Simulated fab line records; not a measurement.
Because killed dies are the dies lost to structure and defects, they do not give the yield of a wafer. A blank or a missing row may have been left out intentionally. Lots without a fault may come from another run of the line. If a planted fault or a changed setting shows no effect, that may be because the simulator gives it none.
Chamber matching ; flow n5 finfet ; N5_GATE_CUT_SAC_CAP_01 on ald sin-04 has 4 sister chambers
The step material SiNx, target thk 24 nm, pulse time 1 s, ald cycles 480. 14 wafers are shown with their chamber, then 7 later ones without.

## WAFERS WITH THEIR CHAMBER
wafer;chamber;heater power w (W);precursor pulse height rel
L075.3;2;853;0.992
L075.4;0;894;1.006
L075.6;0;887;0.970
L076.1;1;830;0.973
L076.3;0;887;0.999
L076.6;0;876;1.011
L077.1;0;892;0.981
L077.3;3;819;1.021
L077.5;2;830;1.001
L082.2;2;870;0.958
L082.4;1;872;0.994
L082.6;2;810;1.031
L085.3;2;830;1.038
L085.5;1;853;0.998

SIGNATURES (averages over the wafers above)
reading;chamber 0;chamber 1;chamber 2;chamber 3;scatter within a chamber
heater power w;887.20;851.67;838.60;819.00;18
precursor pulse height rel;0.99340;0.98833;1.00400;1.02100;0.0239
Rule: for each reading, subtract the chamber's mean from the wafer's reading, divide by that reading's scatter and square the result; add these up over the readings and take the root, which gives the wafer's distance from the chamber. If the next closest chamber is less than 2 further off than the closest, the wafer can't be placed; otherwise it belongs to the closest. The scatter: the root of (the sum of the squares of (reading less its chamber's mean) over the shown wafers, divided by (wafers less chambers)).

## WAFERS WHOSE CHAMBER IS MISSING
wafer;heater power w (W);precursor pulse height rel
L085.6;893;0.997
L086.1;811;1.019
L086.2;823;0.977
L086.5;922;0.991
L091.2;821;1.005
L091.4;852;1.031
L091.6;882;0.991

## CHAMBER TAKEN BY EACH
wafer;from the rows above;in truth
L085.6;can't be placed: 0 or 1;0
L086.1;can't be placed: 3 or 2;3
L086.2;can't be placed: 2 or 1 or 3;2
L086.5;can't be placed: 0 or 1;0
L091.2;can't be placed: 3 or 2 or 1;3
L091.4;can't be placed: 2 or 1 or 3 or 0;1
L091.6;can't be placed: 0 or 1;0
0 of 7 placed correctly. Not placeable from these rows: 7 (in 7, the candidates include the true chamber). Wrongly placed: 0.
